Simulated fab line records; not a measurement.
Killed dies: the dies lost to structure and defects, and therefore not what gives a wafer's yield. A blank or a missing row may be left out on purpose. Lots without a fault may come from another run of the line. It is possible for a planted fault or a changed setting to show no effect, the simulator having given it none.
A lot that was struck, set against a sound lot -- flow n5-finfet -- 38 out of 1938 route steps
Sound: these wafers, L987.1, L987.2, L987.5. Wafers struck: L977.4, L977.5. The cause is given at the end.
Per side, at each step with rows, come the tool, then ch with its chambers, and then its first start. Under that, the readings that differ: sound wafers -- struck wafers -- difference of the means -- sigmas: that difference in standard deviations of wafers without a fault.
alike: a reading whose means differ by less than 2 such deviations, as well as words and numbers matching on both sides. not compared: withheld readings; readings where some wafer has no value; bounds like >300 that might hide an equal value; numbers whose values overlap and for which the record gives no deviation.
A row with sigmas, a row that says differs or no value, or rows on one side alone: a step with any of these is where the two part. Non-overlapping numbers with no deviation appear without sigmas and do not part them. A reading that every wafer of one side lacks parts them only if that side has two wafers or more.

first, 9 steps without rows for these wafers: N5_BEOL_M1_ANNEAL_95 (time 240 s); N5_BEOL_M1_SPUTTER_96 (material Cu, target thk 4.5 nm, time 8.29 s); N5_BEOL_M1_ECD_50 (material Cu, target thk 300 nm); N5_BEOL_M1_ANNEAL_51 (time 90 s); N5_BEOL_M1_CMP_52 (polishes, stops on SiOC, t overpolish 6.8 s, target thk 40 nm); N5_BEOL_M1_PRE_CLEAN_60 (time 15 s); N5_BEOL_M1_CO_CAP_55 (material Co, precursor CCTBA/H2, target thk 2 nm, time 102.1 s); N5_BEOL_M1_PRE_CLEAN_56 (time 15 s); N5_BEOL_M1_DEP_57 (deposits SiCN from 3MS/NH3, target thk 8 nm, time 14 s).
N5_BEOL_M2_ILD_DEP_00: deposits SiOC from DEMS/O2, target thk 79 nm, time 15.3 s.
  sound on pecvd-02 ch 0,1,2, day 10 19:37; struck on pecvd-03 ch 0,2, day 8 04:02
reading,sound,struck,difference,sigmas
model.SiOC_of_BEOL_M2_ILD_DEP_00.thk-nm (nm),78.8 79.2 79.6,123.6 124.8,+45.0,
  alike: heater-power-w, showerhead-plenum-p-Torr, throttle-valve-pct
N5_BEOL_M2_THK_MEAS_01:
  sound: film-metro-01 at day 10 19:41; struck: film-metro-01 at day 8 04:05
reading,sound,struck,difference,sigmas
M2_ILD_THK (nm),78.8 79.1 79.7,123.5 124.8,+45.0,+46
then, 24 steps without rows for these wafers: N5_BEOL_M2_PECVD_72 (deposits SiO2 from TEOS/O2, target thk 16 nm, time 18 s); N5_BEOL_M2_HM_DEP_02 (deposits TiN, target thk 20 nm); N5_BEOL_M2_COAT_61 (time 60 s, resist thk 60 nm); N5_BEOL_M2_COAT_62 (time 60 s, resist thk 12 nm); N5_BEOL_M2_COAT_73 (time 60 s, resist thk 5 nm); N5_BEOL_M2_COAT_05 (resist thk 30 nm); N5_BEOL_M2_EBR_07; N5_BEOL_M2_SOFTBAKE_06 (time 60 s); N5_BEOL_M2_EXPOSE_08 (exposes mask M2); N5_BEOL_M2_PEB_09 (peb time 60 s); N5_BEOL_M2_DEVELOP_10 (develop time 30 s); N5_BEOL_M2_DESCUM_16 (chemistry O2, time 7 s); N5_BEOL_M2_ETCH_74 (etches underlayer in N2/H2, target depth 6.5 nm, time 5.2 s); N5_BEOL_M2_ETCH_63 (etches SiARC in CF4, target depth 15.6 nm, time 26 s); N5_BEOL_M2_ETCH_64 (etches SOC in N2/H2, target depth 75 nm, overetch 22.5 nm, time 121.9 s); N5_BEOL_M2_STRIP_65 (strips in N2/H2); N5_BEOL_M2_STRIP_75 (strips in N2/H2); N5_BEOL_M2_STRIP_66 (strips in CF4); N5_BEOL_M2_HM_OPEN_17 (chemistry Cl2/BCl3, target TiN, target depth 20 nm, overetch 6 nm); N5_BEOL_M2_STRIP_19 (strips in O2); N5_BEOL_M2_COAT_67 (time 60 s, resist thk 60 nm); N5_BEOL_M2_COAT_68 (time 60 s, resist thk 12 nm); N5_BEOL_M2_COAT_76 (time 60 s, resist thk 5 nm); N5_BEOL_M2_COAT_22 (resist thk 30 nm).
N5_BEOL_M2_CMP_52: polishes, stops on SiOC, t overpolish 6.8 s, target thk 40 nm.
  sound on cmp-04 ch 1,2,3, day 11 12:00; struck on cmp-04 ch 0,3, day 8 20:31
reading,sound,struck,difference,sigmas
model.SiOC_of_BEOL_M2_ILD_DEP_00.thk-nm (nm),75.8 76.2 76.6,120.6 121.8,+45.0,
  alike: clearing-platen-down-force-psi, motor-current-A, slurry-filter-dp-kPa
  not compared: pad-life-wafers
N5_BEOL_M4_RC_MEAS_101:
  the record has rows for the sound wafers here (prober-02 ch 0, day 12 06:09) and none for the struck ones
-- record jumps: 5 days separate the struck wafers' starts on either side; left off in module BEOL_M4, taken up again in module PASSIVATION, whose first shown step is the route's number 1936 --
N5_PASSIVATION_PROBE_49:
  only the struck wafers here have rows in the record (prober-01, day 14 02:05); the sound ones have none

## WHERE THEY PART
First at N5_BEOL_M2_THK_MEAS_01; last, within this record, at N5_PASSIVATION_PROBE_49.

WHY: what the simulator had put in
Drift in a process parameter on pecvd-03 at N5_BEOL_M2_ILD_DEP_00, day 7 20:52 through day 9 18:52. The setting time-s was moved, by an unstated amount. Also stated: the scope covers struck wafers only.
